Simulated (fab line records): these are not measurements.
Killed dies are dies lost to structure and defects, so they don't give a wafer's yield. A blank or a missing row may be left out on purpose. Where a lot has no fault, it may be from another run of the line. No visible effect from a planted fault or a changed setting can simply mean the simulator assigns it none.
fab line records + flow nand_harc
record:
- lots: 14
- wafers: 42
- last_day: 33
route steps=1302 shown A_CONTACT@1101 THIN_TSV@1263 END@1302
lots untouched by any fault: they come from a run of this same line in which no faults occurred
start_h: start of the lot's first displayed wafer, in hours after the record's first day + wait_h: how many hours have passed since the lot's step before this one + " identical to the entry in the row above + L1.1+2: a single row standing in for several wafers + - either no value or no given start + * or withheld: withheld + < > ~ a bound
route shown NAME@n: NAME is a module with steps in the file, n the number in the route of the first one + usual: the fault-free wafers' mean and standard deviation + same: alike in all rows + chamber/n: place in a boat + sites: readings site by site + _std_site: standard deviation across them + _edge_site: outer sites' mean less inner sites' + radius_mm: how far each site lies from the wafer's centre + mask NAME#n: copy n + behind: the tool/chamber that last shaped the wafer + hold: why the lot was held/for how many hours/how that ended + device: which transistor (n, p or np) failed to switch + end of line: the tests these same wafers got at the end of their route + a step given without rows: its recipe and nothing more + killed: count of dies lost to structure and defects at first sort (not the wafer's yield) + map: the dies of a wafer, with x for killed, . for not killed, _ for no die there
set.NAME: the setting as run; set.NAME@STEP: as run at that earlier step + model.NAME: the simulator's own value behind a step, which no gauge read
route steps across a sampled set of lots; one table per step, one row per wafer
services: the hour from which a tool's chamber was out of use, counted from the record's first day as start_h (under 0 if before that day), plus the number of hours and why
== steps ==
step: NHARC_A_CONTACT_ALD_18
recipe:
- target_thk_a: 30
- pulse_time_s: 1
- ald_cycles: 150
- temp_c: 450
- material: TiN
usual:
- heater_power_w: 1081/120
- precursor_pulse_height_rel: 0.999/0.02
same:
- ald_cycles: 150
| lot.wafer | tool         | chamber | start_h | wait_h | heater_power_w | precursor_pulse_height_rel |
|-----------|--------------|---------|---------|--------|----------------|----------------------------|
| L954.3    | ald_metal-02 | 2       | 535.78  | -      | 1113           | 0.994                      |
| L954.2    | "            | 3       | "       | "      | 1148           | 1.015                      |
| L954.6    | "            | 2       | "       | "      | 1134           | 0.989                      |
| L955.2    | ald_metal-04 | 0       | 539.21  | -      | 1079           | 1.009                      |
| L955.3    | "            | 1       | "       | "      | 1011           | 1.005                      |
| L955.5    | "            | 0       | "       | "      | 1079           | 1.040                      |
| L956.4    | ald_metal-04 | 0       | 542.62  | -      | 1119           | 1.004                      |
| L956.2    | "            | 2       | "       | "      | 984            | 0.974                      |
| L956.6    | "            | 0       | "       | "      | 1076           | 1.025                      |
| L958.2    | ald_metal-04 | 2       | 562.81  | -      | 977            | 0.988                      |
| L958.5    | "            | 1       | "       | "      | 1026           | 0.984                      |
| L958.6    | "            | 2       | "       | "      | 988            | 0.980                      |
| L959.3    | ald_metal-02 | 2       | 564.97  | -      | 1119           | 1.006                      |
| L959.6    | "            | 2       | "       | "      | 1140           | 0.975                      |
| L959.5    | "            | 3       | "       | "      | 1178           | 0.986                      |
| L962.4    | ald_metal-04 | 3       | 598.93  | -      | 1057           | 0.968                      |
| L962.2    | "            | 2       | "       | "      | 1012           | 0.978                      |
| L962.6    | "            | 3       | "       | "      | 1090           | 1.009                      |
| L964.4    | ald_metal-02 | 0       | 607.80  | -      | 1081           | 1.010                      |
| L964.5    | "            | 3       | "       | "      | 1170           | 0.992                      |
| L964.6    | "            | 0       | "       | "      | 1093           | 0.993                      |
| L966.2    | ald_metal-01 | 0       | 611.56  | -      | 814            | 1.032                      |
| L966.5    | "            | 1       | "       | "      | 1336           | 0.993                      |
| L966.6    | "            | 2       | "       | "      | 1230           | 0.963                      |
| L965.2    | ald_metal-02 | 1       | 621.84  | -      | 1021           | 1.012                      |
| L965.6    | "            | 1       | "       | "      | 1028           | 0.997                      |
| L965.5    | "            | 2       | "       | "      | 1183           | 1.002                      |
| L968.4    | ald_metal-01 | 3       | 652.75  | -      | 1178           | 1.013                      |
| L968.1    | "            | 0       | "       | "      | 809            | 0.983                      |
| L968.6    | "            | 0       | "       | "      | 825            | 0.987                      |
| L970.3    | ald_metal-04 | 1       | 683.85  | -      | 992            | 1.010                      |
| L970.4    | "            | 2       | "       | "      | 966            | 0.955                      |
| L970.6    | "            | 0       | "       | "      | 1106           | 0.973                      |
| L973.1    | ald_metal-04 | 2       | 696.99  | -      | 965            | 0.980                      |
| L973.2    | "            | 3       | "       | "      | 1034           | 1.023                      |
| L973.6    | "            | 2       | "       | "      | 969            | 1.032                      |
| L974.2    | ald_metal-02 | 0       | 704.21  | -      | 1029           | 0.989                      |
| L974.1    | "            | 1       | "       | "      | 1033           | 1.004                      |
| L974.6    | "            | 1       | "       | "      | 1046           | 0.978                      |
| L976.4    | ald_metal-01 | 0       | 737.90  | -      | 855            | 1.003                      |
| L976.3    | "            | 1       | "       | "      | 1248           | 0.981                      |
| L976.2    | "            | 2       | "       | "      | 1172           | 0.994                      |
step: NHARC_THIN_TSV_ETCH_15
recipe:
- target_depth_a: 30000
- bosch_target_overetch_cycles: 2
- bosch_etch_step_s: 2.8
- bosch_dep_step_s: 1.2
- bosch_cycles: 14
usual:
- drypump_motor_current_A: 5.8/0.47
| lot.wafer | tool      | chamber | start_h | wait_h | drypump_motor_current_A | rf_hours_counter_h |
|-----------|-----------|---------|---------|--------|-------------------------|--------------------|
| L954.2    | rie_si-04 | 1       | 567.43  | -      | 5.8                     | 0.12               |
| L954.3    | "         | 3       | "       | "      | 5.9                     | 0.18               |
| L954.6    | "         | 1       | "       | "      | 5.8                     | -                  |
| L955.2    | rie_si-04 | 1       | 569.70  | -      | 5.8                     | 0.17               |
| L955.3    | "         | 0       | "       | "      | 5.9                     | 0.16               |
| L955.5    | "         | 1       | "       | "      | 5.9                     | -                  |
| L956.2    | rie_si-04 | 3       | 573.35  | -      | 5.8                     | 0.22               |
| L956.4    | "         | 2       | "       | "      | 6.4                     | 0.23               |
| L956.6    | "         | 3       | "       | "      | 5.9                     | -                  |
| L958.2    | rie_si-04 | 1       | 594.35  | -      | 5.8                     | 0.30               |
| L958.5    | "         | 3       | "       | "      | 5.9                     | -                  |
| L958.6    | "         | 0       | "       | "      | 5.9                     | -                  |
| L959.3    | rie_si-05 | 3       | 595.55  | -      | 5.4                     | 0.75               |
| L959.5    | "         | 2       | "       | "      | 5.3                     | -                  |
| L959.6    | "         | 3       | "       | "      | 5.4                     | -                  |
| L962.2    | rie_si-04 | 2       | 630.10  | -      | 6.4                     | 0.41               |
| L962.4    | "         | 1       | "       | "      | 5.8                     | 0.42               |
| L962.6    | "         | 3       | "       | "      | 5.9                     | -                  |
| L964.4    | rie_si-01 | 3       | 635.34  | -      | 6.4                     | 0.59               |
| L964.6    | "         | 2       | "       | "      | 6.5                     | -                  |
| L964.5    | "         | 3       | "       | "      | 6.4                     | -                  |
| L966.2    | rie_si-04 | 0       | 642.35  | -      | 5.8                     | 0.62               |
| L966.6    | "         | 2       | "       | "      | 6.4                     | -                  |
| L966.5    | "         | 3       | "       | "      | 5.9                     | -                  |
| L965.2    | rie_si-04 | 1       | 655.72  | -      | 5.8                     | 0.65               |
| L965.6    | "         | 2       | "       | "      | 6.4                     | -                  |
| L965.5    | "         | 3       | "       | "      | 5.9                     | -                  |
| L968.1    | rie_si-05 | 0       | 685.88  | -      | 5.5                     | 0.15               |
| L968.4    | "         | 3       | "       | "      | 5.4                     | 0.15               |
| L968.6    | "         | 0       | "       | "      | 5.5                     | -                  |
| L970.3    | rie_si-01 | 3       | 714.36  | -      | 6.4                     | 0.98               |
| L970.4    | "         | 0       | "       | "      | 5.4                     | 1.02               |
| L970.6    | "         | 2       | "       | "      | 6.5                     | -                  |
| L973.2    | rie_si-05 | 3       | 729.38  | -      | 5.4                     | 0.43               |
| L973.1    | "         | 2       | "       | "      | 5.3                     | 0.53               |
| L973.6    | "         | 3       | "       | "      | 5.4                     | -                  |
| L974.1    | rie_si-01 | 3       | 735.34  | -      | 6.3                     | 0                  |
| L974.2    | "         | 0       | "       | "      | 5.4                     | 0                  |
| L974.6    | "         | 0       | "       | "      | 5.4                     | -                  |
| L976.3    | rie_si-01 | 3       | 781.05  | -      | 6.4                     | 0.33               |
| L976.2    | "         | 1       | "       | "      | 4.8                     | 0.30               |
| L976.4    | "         | 2       | "       | "      | 6.5                     | 0.25               |
step: NHARC_THIN_TSV_PVD_51
recipe:
- target_thk_a: 1000
- chamber_pressure_pa: 5
- material: Cu
usual:
- throttle_valve_pct: 29.9/1.3
| lot.wafer | tool           | chamber | start_h | wait_h | throttle_valve_pct |
|-----------|----------------|---------|---------|--------|--------------------|
| L954.3    | pvd_sputter-02 | -       | -       | -      | 28.0               |
| L954.2    | "              | -       | "       | "      | 28.7               |
| L954.6    | "              | -       | "       | "      | 29.1               |
| L955.2    | pvd_sputter-01 | -       | -       | -      | 30.4               |
| L955.3    | "              | -       | "       | "      | 28.7               |
| L955.5    | "              | -       | "       | "      | 29.3               |
| L956.4    | pvd_sputter-03 | -       | -       | -      | 30.6               |
| L956.2    | "              | -       | "       | "      | 31.0               |
| L956.6    | "              | -       | "       | "      | 29.3               |
| L958.2    | pvd_sputter-03 | -       | -       | -      | 30.9               |
| L958.6    | "              | -       | "       | "      | 28.6               |
| L958.5    | "              | -       | "       | "      | 29.4               |
| L959.3    | pvd_sputter-03 | -       | -       | -      | 28.2               |
| L959.6    | "              | -       | "       | "      | 29.4               |
| L959.5    | "              | -       | "       | "      | 30.8               |
| L962.2    | pvd_sputter-02 | -       | -       | -      | 33.0               |
| L962.4    | "              | -       | "       | "      | 29.3               |
| L962.6    | "              | -       | "       | "      | 32.7               |
| L964.4    | pvd_sputter-02 | -       | -       | -      | 29.3               |
| L964.6    | "              | -       | "       | "      | 29.4               |
| L964.5    | "              | -       | "       | "      | 32.5               |
| L966.2    | pvd_sputter-03 | -       | -       | -      | 31.0               |
| L966.6    | "              | -       | "       | "      | 28.7               |
| L966.5    | "              | -       | "       | "      | 29.3               |
| L965.2    | pvd_sputter-02 | -       | -       | -      | 29.3               |
| L965.6    | "              | -       | "       | "      | 28.9               |
| L965.5    | "              | -       | "       | "      | 29.5               |
| L968.4    | pvd_sputter-01 | -       | -       | -      | 29.0               |
| L968.1    | "              | -       | "       | "      | 31.9               |
| L968.6    | "              | -       | "       | "      | 30.8               |
| L970.4    | pvd_sputter-02 | -       | -       | -      | 29.3               |
| L970.3    | "              | -       | "       | "      | 28.4               |
| L970.6    | "              | -       | "       | "      | 29.1               |
| L973.2    | pvd_sputter-02 | -       | -       | -      | 29.2               |
| L973.1    | "              | -       | "       | "      | 31.8               |
| L973.6    | "              | -       | "       | "      | 29.1               |
| L974.1    | pvd_sputter-01 | -       | -       | -      | 32.0               |
| L974.2    | "              | -       | "       | "      | 30.3               |
| L974.6    | "              | -       | "       | "      | 30.3               |
| L976.3    | pvd_sputter-03 | -       | -       | -      | 31.2               |
| L976.4    | "              | -       | "       | "      | 31.1               |
| L976.2    | "              | -       | "       | "      | 28.2               |
step: NHARC_END_SORT_01
recipe:
- temp_c: 25
usual:
- killed_at_array: 61/22
- killed_at_other: 0.8/1
- killed_at_periphery: 3.8/2.3
- killed_dies: 66/22
- killed_open: 3.2/1.9
- killed_short: 2.8/1.8
same:
- gross_dies: 677
| lot.wafer | tool      | chamber | start_h | wait_h | killed_at_array | killed_at_other | killed_at_periphery | killed_dies | killed_open | killed_short |
|-----------|-----------|---------|---------|--------|-----------------|-----------------|---------------------|-------------|-------------|--------------|
| L970.3    | prober-01 | 0       | 731.28  | 3.1    | 205             | 3               | 3                   | 211         | 7           | 2            |
| L970.4    | prober-01 | 0       | 732.09  | 3.4    | 166             | 2               | 2                   | 170         | 0           | 1            |
| L970.6    | prober-01 | 0       | 733.70  | 4.0    | 122             | 4               | 8                   | 134         | 6           | 5            |
| L973.1    | prober-02 | 0       | 750.34  | 2.5    | 129             | 0               | 2                   | 131         | 1           | 1            |
| L973.2    | prober-02 | 0       | 751.15  | 2.8    | 181             | 0               | 2                   | 183         | 3           | 5            |
| L973.6    | prober-02 | 0       | 754.37  | 4.0    | 131             | 0               | 3                   | 134         | 1           | 1            |
killed by level:class
L970.3 A_CONTACT:unspecified=103 A_SLIT:chamber_film_flake=37 A_CHANNEL_HOLE_D1:chamber_film_flake=36 A_CHANNEL_HOLE_D2:chamber_film_flake=13 THIN_TSV:chamber_film_flake=3 A_BLC:geometric_particle:open=2 P_CONTACT:chamber_film_flake=2 A_CONTACT:chamber_film_flake=2
L970.4 A_CONTACT:unspecified=102 A_CHANNEL_HOLE_D2:chamber_film_flake=32 A_SLIT:chamber_film_flake=17 A_CHANNEL_HOLE_D1:chamber_film_flake=6 A_CONTACT:chamber_film_flake=3 A_BLC:chamber_film_flake=3 THIN_TSV:chamber_film_flake=2 A_CHANNEL_FILL_D2:geometric_particle:short=1
L970.6 A_CONTACT:unspecified=47 A_CHANNEL_HOLE_D1:chamber_film_flake=32 A_SLIT:chamber_film_flake=20 A_CHANNEL_HOLE_D2:chamber_film_flake=7 THIN_TSV:chamber_film_flake=4 A_CONTACT:chamber_film_flake=3 P_M0:geometric_particle:open=2 A_SGD_CUT:geometric_particle:short=2
L973.1 A_CONTACT:unspecified=97 A_CHANNEL_HOLE_D2:chamber_film_flake=15 A_CHANNEL_HOLE_D1:chamber_film_flake=5 A_WL_FILL:chamber_film_flake=4 A_STAIRCASE:chamber_film_flake=3 P_ZERO_WELL:chamber_film_flake=2 A_SLIT:chamber_film_flake=2 A_DECK1_JOINT:geometric_particle:short=1
L973.2 A_CONTACT:unspecified=102 A_CHANNEL_HOLE_D1:chamber_film_flake=31 A_CHANNEL_HOLE_D2:chamber_film_flake=28 A_SLIT:chamber_film_flake=8 A_CHANNEL_FILL_D1:geometric_particle:short=3 P_ZERO_WELL:chamber_film_flake=2 A_STAIRCASE:chamber_film_flake=2 A_CHANNEL_FILL_D1:geometric_particle:open=1
L973.6 A_CONTACT:unspecified=101 A_CHANNEL_HOLE_D2:chamber_film_flake=14 A_CHANNEL_HOLE_D1:chamber_film_flake=4 A_STAIRCASE:chamber_film_flake=3 A_SLIT:chamber_film_flake=3 A_CONTACT:chamber_film_flake=2 P_CONTACT:geometric_particle:open=1 A_CHANNEL_HOLE_D1:geometric_particle:short=1
== services ==
| tool           | chamber | start_h | hours | kind   |
|----------------|---------|---------|-------|--------|
| rie_si-04      | 2       | 517.44  | 2.7   | repair |
| rie_si-04      | -       | 519.00  | 9.0   | pm     |
| ald_metal-04   | 1       | 520.20  | 4.3   | repair |
| ald_metal-02   | 2       | 524.07  | 3.1   | repair |
| pvd_sputter-03 | -       | 526.00  | 10.0  | pm     |
| rie_si-04      | 0       | 537.50  | 4.7   | repair |
| pvd_sputter-03 | -       | 541.48  | 3.7   | repair |
| pvd_sputter-02 | -       | 587.36  | 6.5   | repair |
| ald_metal-02   | -       | 610.00  | 10.0  | pm     |
| pvd_sputter-02 | -       | 626.81  | 1.1   | repair |
| ald_metal-02   | 0       | 629.43  | 25.7  | repair |
| pvd_sputter-02 | -       | 638.10  | 10.0  | pm     |
| pvd_sputter-02 | -       | 648.14  | 0.6   | repair |
| ald_metal-04   | -       | 652.00  | 10.0  | pm     |
| ald_metal-02   | 3       | 652.10  | 24.9  | repair |
| rie_si-04      | 2       | 673.44  | 3.4   | repair |
| rie_si-04      | -       | 686.43  | 0.3   | repair |
| pvd_sputter-02 | -       | 693.56  | 4.2   | repair |
| rie_si-04      | -       | 696.00  | 9.0   | pm     |
| pvd_sputter-03 | -       | 704.00  | 10.0  | pm     |
| ald_metal-04   | 0       | 706.39  | 13.6  | repair |
| ald_metal-04   | 1       | 712.39  | 30.7  | repair |
| ald_metal-04   | -       | 713.39  | 0.4   | repair |
| rie_si-04      | 3       | 759.40  | 9.4   | repair |
== key ==
first_sign:
- step: NHARC_END_SORT_01
- reading: killed_at_array
- direction: up
- sigmas: 4.3
- usual: 61
- struck: 156
effect:
- step: NHARC_END_SORT_01
- reading: killed_dies
- direction: up
- sigmas: 4.3
- usual: 66
- struck: 160
more_kills_born_at:
- NHARC_A_CONTACT_ALD_18@ald_metal-04: 552
met_at NHARC_A_CONTACT_ALD_18
struck_lots L970,L973
tester_left_out L970,L973
not_acting_at NHARC_THIN_TSV_ETCH_15,NHARC_THIN_TSV_PVD_51
onset_between 598.93 683.85
fault:
- kind: chamber_particle_source
- tool: ald_metal-04
- chamber: -
- onset_h: 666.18
- steps: NHARC_A_CONTACT_ALD_18
- rate_per_visit_cm2: 1.9035
- end_h: 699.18
tester_left_out: of these lots the tester's yield and bins aren't shown, on N5 and GAA mostly nor the transistor test; their killed dies are dies lost to structure and defects alone, not to doping, threshold or leakage, so they don't give the yield
